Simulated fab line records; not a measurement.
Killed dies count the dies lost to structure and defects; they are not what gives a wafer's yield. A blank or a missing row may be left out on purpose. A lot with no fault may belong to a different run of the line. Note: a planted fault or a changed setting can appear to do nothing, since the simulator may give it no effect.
fab line records	flow nand_harc
[record] lots = 6	wafers = 18	last_day = 32
route steps=1302 shown P_M0@282 P_M1@285
lots that met no fault: from a run of the same line without faults
start_h: the number of hours between the record's first day and the start of the first shown wafer of the lot	wait_h: hours elapsed since this lot's preceding step	" the same as in the row above	L1.1+2: a single row standing in for several wafers	- value missing, or start not given	* or withheld: withheld	< > ~ a bound
route shown NAME@n: NAME is a module with steps in the file, n the number in the route of the first one	usual: mean and standard deviation over wafers with no fault	same: alike in all rows	chamber/n: place in a boat	sites: the reading at each site	_std_site: the standard deviation of these	_edge_site: outer sites' mean less inner sites'	radius_mm: for every site, how far away it sits from the centre of the wafer	mask NAME#n: copy n	behind: tool/chamber where the wafer was last shaped	hold: cause of the lot's hold/its duration in hours/its outcome	device: transistor that didn't switch, given as n, p or np	end of line: tests run on the same wafers once the route is complete	where a step has no rows: the recipe by itself	killed: the dies lost at the first sort to structure and to defects; this is not the yield of the wafer	map: shows each die of a wafer: x if killed, . if not, _ if none is there
set.NAME: the run value of the setting; set.NAME@STEP: its run value at that earlier step	model.NAME: the simulator's own value behind a step, which no gauge read
lots at selected steps of the route; one table per step, one row per wafer
services: when a tool's chamber went out of use (start_h, in hours from the record's first day, below 0 if earlier), for how many hours, and the reason
[[steps]]
[step NHARC_P_M0_INSPECT_27]
[usual] raw_defect_count = 326/180
lot.wafer	tool	chamber	start_h	wait_h	raw_defect_count
L612.1	defect_inspect-02	-	190.91	0.0	568
L612.5	"	-	"	"	837
L612.6	"	-	"	"	326
L618.2	defect_inspect-02	-	253.00	0.0	268
L618.3	"	-	"	"	283
L618.5	"	-	"	"	188
L620.1	defect_inspect-01	-	267.94	0.0	336
L620.3	"	-	"	"	231
L620.4	"	-	"	"	154
L621.3	defect_inspect-02	-	283.05	0.0	195
L621.5	"	-	"	"	260
L621.6	"	-	"	"	167
L624.3	defect_inspect-02	-	310.50	0.0	247
L624.5	"	-	"	"	176
L624.6	"	-	"	"	308
L626.3	defect_inspect-01	-	329.76	0.0	393
L626.5	"	-	"	"	234
L626.6	"	-	"	"	364
[step NHARC_P_M0_PRE_CLEAN_31]
[recipe] time_s = 12	temp_c = 370	rf_power_w = 300	gas = NH3
[usual] heater_power_w = 640/68
lot.wafer	tool	chamber	start_h	wait_h	heater_power_w	since_wet_clean_h
L612.1	pecvd-04	2	190.98	0.1	567	90
L612.6	"	2	"	"	570	-
L612.5	"	0	"	"	766	-
L618.2	pecvd-02	0	253.08	0.1	675	13
L618.3	"	1	"	"	642	13
L618.5	"	2	"	"	531	-
L620.3	pecvd-04	2	268.00	0.1	630	167
L620.1	"	0	"	"	699	167
L620.4	"	2	"	"	626	-
L621.3	pecvd-03	2	283.11	0.1	694	85
L621.6	"	2	"	"	685	-
L621.5	"	0	"	"	626	-
L624.3	pecvd-04	2	310.59	0.1	639	28
L624.5	"	0	"	"	769	-
L624.6	"	2	"	"	664	-
L626.3	pecvd-04	0	329.84	0.1	785	47
L626.6	"	2	"	"	536	-
L626.5	"	1	"	"	679	-
[step NHARC_P_M0_DEP_32]
[recipe] target_thk_a = 300	temp_c = 370	target_thk_nm = 30	pressure_torr = 3	flow_sccm = 200	rf_w = 450	material = SiCN
[usual] heater_power_w = 591/70	showerhead_vpp_V = 1260/56
lot.wafer	tool	chamber	start_h	wait_h	heater_power_w	showerhead_vpp_V	since_wet_clean_h
L612.1	pecvd-04	2	191.06	0.1	559	1230	90
L612.6	"	2	"	"	556	1247	-
L612.5	"	0	"	"	655	1233	-
L618.2	pecvd-02	0	253.19	0.1	655	1160	13
L618.3	"	1	"	"	566	1207	13
L618.5	"	2	"	"	497	1214	-
L620.3	pecvd-04	2	268.08	0.1	585	1235	167
L620.1	"	0	"	"	702	1239	167
L620.4	"	2	"	"	583	1222	-
L621.3	pecvd-03	2	283.19	0.1	578	1296	85
L621.6	"	2	"	"	574	1292	-
L621.5	"	0	"	"	525	1255	-
L624.3	pecvd-04	2	310.73	0.1	570	1210	28
L624.5	"	0	"	"	709	1219	-
L624.6	"	2	"	"	577	1232	-
L626.3	pecvd-04	0	329.95	0.1	712	1212	48
L626.6	"	2	"	"	580	1216	-
L626.5	"	1	"	"	585	1359	-
[step NHARC_P_M1_DEP_00]
[recipe] target_thk_a = 1825	target_thk_nm = 182.5	temp_c = withheld	pressure_torr = 5	flow_sccm = 200	rf_w = 600	material = SiOC
[step NHARC_P_M1_DEHYDRATE_01]
[recipe] temp_c = 150	time_s = 120
[step NHARC_P_M1_HMDS_02]
[recipe] time_s = 30
[step NHARC_P_M1_COAT_34]
[recipe] temp_c = 200	time_s = 65
[step NHARC_P_M1_COAT_03]
[recipe] spin_rpm = 1500	resist_thk_nm = 90
[step NHARC_P_M1_SOFTBAKE_04]
[recipe] temp_c = 105	time_s = 55
[step NHARC_P_M1_EBR_05]
[step NHARC_P_M1_EXPOSE_06]
[recipe] na = 1.35	target_cd_nm = 130	dose_mj = 81.88	mask_id = P_M1
[step NHARC_P_M1_PEB_07]
[recipe] peb_temp_c = 100	peb_time_s = 65
[usual] heater_power_total_W = 156.7/0.42	plate_temp_C = 100.04/0.12
lot.wafer	tool	chamber	start_h	wait_h	heater_power_total_W	plate_temp_C
L612.1	litho_track-01	0	192.22	0.1	156.4	99.80
L612.5	"	0	"	"	156.1	100.02
L612.6	"	0	"	"	156.6	99.94
L618.2	litho_track-04	0	254.32	0.1	156.3	100.22
L618.3	"	0	"	"	157.1	100.15
L618.5	"	0	"	"	157.0	100.17
L620.1	litho_track-04	0	269.25	0.1	160.7	101.67
L620.3	"	0	"	"	160.8	101.80
L620.4	"	0	"	"	159.7	101.82
L621.3	litho_track-04	0	284.37	0.0	160.2	101.70
L621.5	"	0	"	"	160.8	101.83
L621.6	"	0	"	"	160.9	101.62
L624.3	litho_track-01	0	311.69	0.0	157.1	100.09
L624.5	"	0	"	"	157.1	100.11
L624.6	"	0	"	"	157.0	100.09
L626.3	litho_track-06	0	331.07	0.0	156.0	100.08
L626.5	"	0	"	"	157.0	99.89
L626.6	"	0	"	"	156.0	99.88
[step NHARC_P_M1_DEVELOP_08]
[recipe] develop_time_s = 35	dev_temp_c = 23
[step NHARC_P_M1_CD_MEAS_09]
[recipe] target_cd_nm = 130	landing_energy_ev = 500
[usual] cd_nm = 130.3/0.76
lot.wafer	tool	chamber	start_h	wait_h	cd_nm
L612.1	cd_sem-03	0	192.30	-	129.6
L612.5	"	0	"	"	131.9
L612.6	"	0	"	"	130.4
L618.2	cd_sem-02	0	254.40	-	129.6
L618.3	"	0	"	"	129.9
L618.5	"	0	"	"	130.8
L620.1	cd_sem-02	0	269.33	-	136.5
L620.3	"	0	"	"	136.9
L620.4	"	0	"	"	136.1
L621.3	cd_sem-03	0	284.45	-	136.2
L621.5	"	0	"	"	137.6
L621.6	"	0	"	"	137.0
L624.3	cd_sem-03	0	311.77	-	129.8
L624.5	"	0	"	"	129.5
L624.6	"	0	"	"	130.3
L626.3	cd_sem-03	0	331.15	-	131.0
L626.5	"	0	"	"	130.6
L626.6	"	0	"	"	129.5
[step NHARC_P_M1_OVL_MEAS_10]
[recipe] pitch_nm = 260
[usual] overlay_x_nm = 0.2/0.82	overlay_y_nm = -0.1/0.7
lot.wafer	tool	chamber	start_h	wait_h	overlay_x_nm	overlay_y_nm
L612.1	overlay-02	-	192.38	-	-0.2	-0.6
L612.5	"	-	"	"	-0.7	-0.1
L612.6	"	-	"	"	-0.6	-0.5
L618.2	overlay-01	-	254.49	-	1.0	-0.5
L618.3	"	-	"	"	0.7	-0.7
L618.5	"	-	"	"	0.8	-0.9
L620.1	overlay-01	-	269.42	-	-0.4	0.0
L620.3	"	-	"	"	-0.6	0.3
L620.4	"	-	"	"	-0.7	-0.2
L621.3	overlay-02	-	284.53	-	-0.4	-0.3
L621.5	"	-	"	"	0.0	-0.4
L621.6	"	-	"	"	-1.3	-0.1
L624.3	overlay-01	-	311.85	-	0.3	-0.8
L624.5	"	-	"	"	0.4	-0.6
L624.6	"	-	"	"	-0.1	-1.0
L626.3	overlay-02	-	331.24	-	0.9	-0.6
L626.5	"	-	"	"	1.2	-0.2
L626.6	"	-	"	"	1.4	-0.3
[step NHARC_P_M1_INSPECT_11]
[usual] raw_defect_count = 4.6/2.5
lot.wafer	tool	chamber	start_h	wait_h	raw_defect_count
L612.1	defect_inspect-01	-	192.42	0.0	4
L612.5	"	-	"	"	4
L612.6	"	-	"	"	2
L618.2	defect_inspect-01	-	254.52	0.0	2
L618.3	"	-	"	"	3
L618.5	"	-	"	"	3
L620.1	defect_inspect-01	-	269.46	0.0	7
L620.3	"	-	"	"	2
L620.4	"	-	"	"	4
L621.3	defect_inspect-01	-	284.57	0.0	5
L621.5	"	-	"	"	2
L621.6	"	-	"	"	2
L624.3	defect_inspect-01	-	311.89	0.0	8
L624.5	"	-	"	"	13
L624.6	"	-	"	"	8
L626.3	defect_inspect-01	-	331.27	0.0	8
L626.5	"	-	"	"	3
L626.6	"	-	"	"	3
[step NHARC_P_M1_DESCUM_14]
[recipe] time_s = 3	o2_flow_sccm = 200	ar_flow_sccm = 0	bias_power_w = 0	chemistry = O2
[usual] drypump_motor_current_A = 5.8/0.45	oes_product_au = 1.004/0.014	rf_vpp_V = 57.6/0.83	showerhead_plenum_p_Torr = 1.87/0.063	throttle_valve_pct = 11.311/0.0083
lot.wafer	tool	chamber	start_h	wait_h	drypump_motor_current_A	oes_product_au	rf_hours_counter_h	rf_vpp_V	showerhead_plenum_p_Torr	throttle_valve_pct	model.P_M1.cd_nm
L612.1	rie_diel-01	0	192.50	0.1	6.1	1.019	15	57.4	1.88	11.299	129.6
L612.6	"	2	"	"	6.2	0.994	-	58.3	1.87	11.293	130.6
L612.5	"	3	"	"	5.6	1.016	-	57.9	1.95	11.306	133.8
L618.2	rie_diel-12	3	254.59	0.1	5.5	1.020	10	58.1	1.82	11.308	130.4
L618.3	"	1	"	"	5.4	1.020	10	58.5	1.85	11.303	129.7
L618.5	"	2	"	"	5.4	1.017	-	58.9	1.90	11.311	130.8
L620.3	rie_diel-01	1	269.57	0.1	6.6	0.990	6	57.6	1.94	11.310	137.4
L620.4	"	2	"	"	6.2	0.988	5	57.6	1.87	11.314	137
L620.1	"	3	"	"	5.6	0.982	6	57.3	1.95	11.289	137.7
L621.3	rie_diel-01	0	284.66	0.1	6.1	1.019	7	57.7	1.87	11.312	137.2
L621.6	"	1	"	"	6.6	0.999	-	58.3	1.93	11.310	137
L621.5	"	2	"	"	6.2	0.981	-	58.3	1.87	11.300	138.3
L624.3	rie_diel-12	1	311.97	0.1	5.4	0.986	2	57.0	1.85	11.313	129.5
L624.6	"	3	"	"	5.5	1.023	-	56.9	1.82	11.315	130.4
L624.5	"	0	"	"	5.4	1.013	-	57.4	1.79	11.317	130
L626.3	rie_diel-12	0	331.35	0.1	5.4	1.017	3	57.0	1.79	11.319	131.6
L626.6	"	2	"	"	5.4	1.002	-	57.8	1.90	11.312	129.4
L626.5	"	3	"	"	5.5	1.040	-	57.5	1.82	11.320	130.7
[step NHARC_P_M1_ETCH_35]
[recipe] target_depth_a = 400	overetch_a = 120	time_s = 43.94	ion_energy_ev = 200	n2_flow_sccm = 150	h2_flow_sccm = 150	ar_flow_sccm = 0	rf_w = 400	bias_w = 150	chemistry = N2/H2
[usual] drypump_motor_current_A = 5.8/0.44	oes_product_au = 1.004/0.013	rf_vpp_V = 429.5/2	showerhead_plenum_p_Torr = 2.00/0.067	throttle_valve_pct = 14.171/0.0091
lot.wafer	tool	chamber	start_h	wait_h	drypump_motor_current_A	oes_product_au	rf_hours_counter_h	rf_vpp_V	showerhead_plenum_p_Torr	throttle_valve_pct
L612.1	rie_diel-01	1	192.58	0.1	6.6	1.005	16	430.5	2.07	14.167
L612.6	"	2	"	"	6.2	1.009	-	429.8	1.99	14.174
L612.5	"	3	"	"	5.6	1.014	-	432.0	2.08	14.170
L618.2	rie_diel-12	3	254.68	0.1	5.5	1.007	10	427.3	1.93	14.174
L618.3	"	0	"	"	5.3	1.019	11	426.8	1.90	14.167
L618.5	"	2	"	"	5.4	1.012	-	429.3	2.02	14.164
L620.1	rie_diel-01	2	269.65	0.1	6.2	0.980	5	429.5	1.99	14.166
L620.4	"	0	"	"	6.1	1.021	6	430.4	2.00	14.182
L620.3	"	1	"	"	6.7	0.990	6	430.4	2.06	14.158
L621.3	rie_diel-01	1	284.72	0.1	6.6	0.991	7	431.6	2.06	14.157
L621.6	"	1	"	"	6.6	0.996	-	432.2	2.06	14.166
L621.5	"	2	"	"	6.2	0.977	-	429.0	1.99	14.161
L624.3	rie_diel-12	3	312.04	0.1	5.5	1.028	2	427.2	1.93	14.157
L624.5	"	2	"	"	5.4	0.990	-	430.3	2.02	14.167
L624.6	"	3	"	"	5.5	1.022	-	427.4	1.93	14.163
L626.3	rie_diel-12	1	331.44	0.1	5.4	0.992	3	428.8	1.97	14.179
L626.6	"	2	"	"	5.4	0.990	-	429.6	2.02	14.173
L626.5	"	3	"	"	5.5	1.025	-	426.4	1.93	14.178
[step NHARC_P_M1_ETCH_15]
[recipe] target_depth_a = 1825	time_s = 91.2	c4f8_flow_sccm = withheld	ar_flow_sccm = 400	rf_w = 600	bias_w = 300	chemistry = C4F8/Ar
[usual] oes_product_au = 0.958/0.024	rf_vpp_V = 439.8/2.1
lot.wafer	tool	chamber	start_h	wait_h	oes_product_au	rf_hours_counter_h	rf_vpp_V
L612.1	rie_diel-01	1	-	-	0.974	16	441.3
L612.6	"	3	"	"	0.953	-	441.7
L612.5	"	0	"	"	0.987	-	440.7
L618.2	rie_diel-12	0	-	-	0.977	11	438.3
L618.3	"	2	"	"	0.953	10	440.5
L618.5	"	1	"	"	0.957	-	439.9
L620.3	rie_diel-01	0	-	-	0.974	6	439.3
L620.4	"	2	"	"	0.967	5	439.3
L620.1	"	3	"	"	0.974	6	442.7
L621.3	rie_diel-01	0	-	-	1.000	7	439.2
L621.5	"	2	"	"	0.947	-	438.6
L621.6	"	3	"	"	0.972	-	441.5
L624.3	rie_diel-12	3	-	-	0.976	2	439.8
L624.6	"	3	"	"	0.978	-	439.1
L624.5	"	0	"	"	0.970	-	435.6
L626.3	rie_diel-12	2	-	-	0.954	3	441.1
L626.5	"	1	"	"	0.954	-	438.5
L626.6	"	2	"	"	0.949	-	440.1
[step NHARC_P_M1_CD_MEAS_16]
[usual] cd_nm = 130.6/1.1
lot.wafer	tool	chamber	start_h	wait_h	cd_nm
L612.1	cd_sem-03	-	192.79	-	129.9
L612.5	"	-	"	"	134.2
L612.6	"	-	"	"	130.3
L618.2	cd_sem-02	-	254.89	-	130.4
L618.3	"	-	"	"	129.6
L618.5	"	-	"	"	130.5
L620.1	cd_sem-01	-	269.87	-	137.9
L620.3	"	-	"	"	138.0
L620.4	"	-	"	"	137.7
L621.3	cd_sem-03	-	284.94	-	137.5
L621.5	"	-	"	"	137.6
L621.6	"	-	"	"	136.9
L624.3	cd_sem-03	-	312.26	-	129.4
L624.5	"	-	"	"	129.8
L624.6	"	-	"	"	130.4
L626.3	cd_sem-03	-	331.64	-	131.7
L626.5	"	-	"	"	130.6
L626.6	"	-	"	"	129.7
[step NHARC_P_M1_STRIP_18]
[recipe] power_w = 1000	n2_flow_sccm = 150	h2_flow_sccm = 150	ar_flow_sccm = 0	bias_w = 0	chemistry = N2/H2
[usual] drypump_motor_current_A = 5.9/0.45	oes_product_au = 1.002/0.014	rf_vpp_V = 90.4/0.94	showerhead_plenum_p_Torr = 2.00/0.067	throttle_valve_pct = 14.171/0.0098
lot.wafer	tool	chamber	start_h	wait_h	drypump_motor_current_A	oes_product_au	rf_hours_counter_h	rf_vpp_V	showerhead_plenum_p_Torr	throttle_valve_pct
L612.1	rie_diel-02	2	192.89	0.1	6.4	1.015	45	88.7	1.88	14.169
L612.6	"	1	"	"	5.8	0.997	-	91.3	2.12	14.189
L612.5	"	2	"	"	6.5	1.011	-	90.1	1.88	14.171
L618.2	rie_diel-01	3	254.99	0.1	5.6	1.001	4	89.8	2.08	14.167
L618.3	"	1	"	"	6.6	0.989	4	89.8	2.06	14.161
L618.5	"	3	"	"	5.6	1.002	-	90.9	2.08	14.171
L620.4	rie_diel-01	0	269.94	0.1	6.1	1.017	6	89.8	2.00	14.176
L620.1	"	1	"	"	6.7	0.983	6	89.5	2.06	14.170
L620.3	"	2	"	"	6.2	0.994	5	90.3	1.99	14.171
L621.3	rie_diel-01	0	285.09	0.1	6.1	1.024	7	90.6	2.00	14.155
L621.5	"	1	"	"	6.6	0.990	-	92.1	2.06	14.162
L621.6	"	2	"	"	6.2	0.978	-	90.8	1.99	14.171
L624.3	rie_diel-12	2	312.41	0.1	5.4	1.002	1	91.3	2.02	14.162
L624.5	"	3	"	"	5.5	1.018	-	88.9	1.93	14.183
L624.6	"	0	"	"	5.4	1.014	-	88.8	1.90	14.177
L626.3	rie_diel-12	1	331.79	0.1	5.4	0.993	3	89.5	1.97	14.166
L626.5	"	2	"	"	5.3	0.996	-	91.1	2.02	14.176
L626.6	"	3	"	"	5.5	1.030	-	89.0	1.93	14.174
[step NHARC_P_M1_ETCH_28]
[recipe] target_depth_a = 300	over_etch_frac = 0.3	time_s = 72.99	ion_energy_ev = 150	cf4_flow_sccm = 50	n2_flow_sccm = 100	ar_flow_sccm = 150	rf_w = 300	bias_w = 100	chemistry = CF4/N2
[usual] drypump_motor_current_A = 5.9/0.45	oes_product_au = 1.001/0.014	rf_vpp_V = 313.1/1.7	showerhead_plenum_p_Torr = 2.57/0.08	throttle_valve_pct = 19.794/0.0088
lot.wafer	tool	chamber	start_h	wait_h	drypump_motor_current_A	oes_product_au	rf_hours_counter_h	rf_vpp_V	showerhead_plenum_p_Torr	throttle_valve_pct	model.P_M1.cd_nm
L612.1	rie_diel-02	2	-	-	6.4	1.009	45	310.6	2.44	19.806	130.8
L612.6	"	2	"	"	6.4	1.003	-	311.0	2.44	19.789	131.5
L612.5	"	3	"	"	5.5	0.987	-	313.2	2.56	19.797	134.6
L618.3	rie_diel-01	0	-	-	6.1	1.012	4	312.7	2.58	19.792	129.6
L618.2	"	3	"	"	5.6	0.988	4	314.0	2.68	19.795	130.4
L618.5	"	0	"	"	6.1	1.001	-	312.3	2.58	19.797	130.6
L620.4	rie_diel-01	0	-	-	6.1	1.037	6	314.1	2.58	19.789	138.6
L620.3	"	2	"	"	6.2	0.996	5	312.5	2.56	19.785	139.7
L620.1	"	3	"	"	5.6	0.995	6	316.4	2.67	19.793	138.7
L621.3	rie_diel-01	2	-	-	6.2	0.968	6	312.8	2.56	19.796	138.7
L621.6	"	1	"	"	6.7	0.985	-	313.2	2.65	19.802	137.9
L621.5	"	2	"	"	6.2	0.971	-	311.7	2.56	19.796	139
L624.3	rie_diel-12	3	-	-	5.5	1.022	2	311.5	2.50	19.784	129.3
L624.6	"	2	"	"	5.3	0.999	-	312.8	2.60	19.798	131
L624.5	"	3	"	"	5.5	1.017	-	311.4	2.50	19.793	129.2
L626.3	rie_diel-12	3	-	-	5.5	1.022	4	312.3	2.50	19.802	131.4
L626.6	"	1	"	"	5.3	0.997	-	312.7	2.54	19.781	128.4
L626.5	"	2	"	"	5.4	0.993	-	313.6	2.60	19.797	130.9
[step NHARC_P_M1_STRIP_19]
[recipe] time_s = 600	temp_c = 30	chemistry = post_etch_residue_remover
[[services]]
tool	chamber	start_h	hours	kind
pecvd-04	-	167.69	0.6	repair
pecvd-04	-	169.28	1.4	repair
rie_diel-02	1	177.08	2.9	repair
litho_track-06	-	179.01	7.0	pm
rie_diel-01	0	182.80	-	clean
pecvd-03	-	185.30	13.0	pm
rie_diel-02	1	196.36	6.5	repair
rie_diel-01	-	201.32	1.2	repair
litho_track-04	-	203.00	7.0	pm
rie_diel-01	-	203.80	9.0	pm
rie_diel-02	-	217.58	9.0	pm
pecvd-02	-	227.19	13.0	pm
rie_diel-02	3	246.38	3.0	repair
pecvd-03	-	258.01	0.9	repair
rie_diel-02	2	264.36	3.1	repair
rie_diel-12	-	268.40	9.0	pm
pecvd-04	-	269.39	13.0	pm
rie_diel-01	2	285.33	4.1	repair
rie_diel-02	0	286.10	6.8	repair
rie_diel-12	2	288.87	6.6	repair
pecvd-02	0	290.06	12.8	repair
rie_diel-02	0	302.97	4.8	repair
pecvd-03	0	320.85	1.7	repair
litho_track-01	-	330.01	7.0	pm
[[key]]
[first_sign] step = NHARC_P_M1_PEB_07	reading = plate_temp_C	direction = up	sigmas = 14	usual = *	struck = *
[effect] step = NHARC_P_M1_PEB_07	reading = heater_power_total_W	direction = up	sigmas = 9.2	usual = *	struck = *
[effect] step = NHARC_P_M1_CD_MEAS_09	reading = cd_nm	direction = up	sigmas = 8.5	usual = 130.3	struck = 136.7
[effect] step = NHARC_P_M1_CD_MEAS_16	reading = cd_nm	direction = up	sigmas = 6.3	usual = 130.6	struck = 137.6
[model_effect] step = NHARC_P_M1_DESCUM_14	value = P_M1.cd_nm	without = 131.5	struck = 137.4
[model_effect] step = NHARC_P_M1_ETCH_28	value = P_M1.cd_nm	without = 132.8	struck = 138.8
met_at NHARC_P_M1_PEB_07
struck_wafers L620.1,L620.3,L620.4,L621.3,L621.5,L621.6
rows_end L621.3,L621.5,L621.6
onset_between 254.32 269.25
[fault] kind = process_parameter_drift	tool = litho_track-04	chamber = -	onset_h = 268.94	steps = NHARC_P_M1_PEB_07	channel = peb_temp_c	offset = *	shape = step	end_h = 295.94	acts_in = *	stated = *
// rows_end: these wafers met a further fault down the route, and their rows from its step on are left out
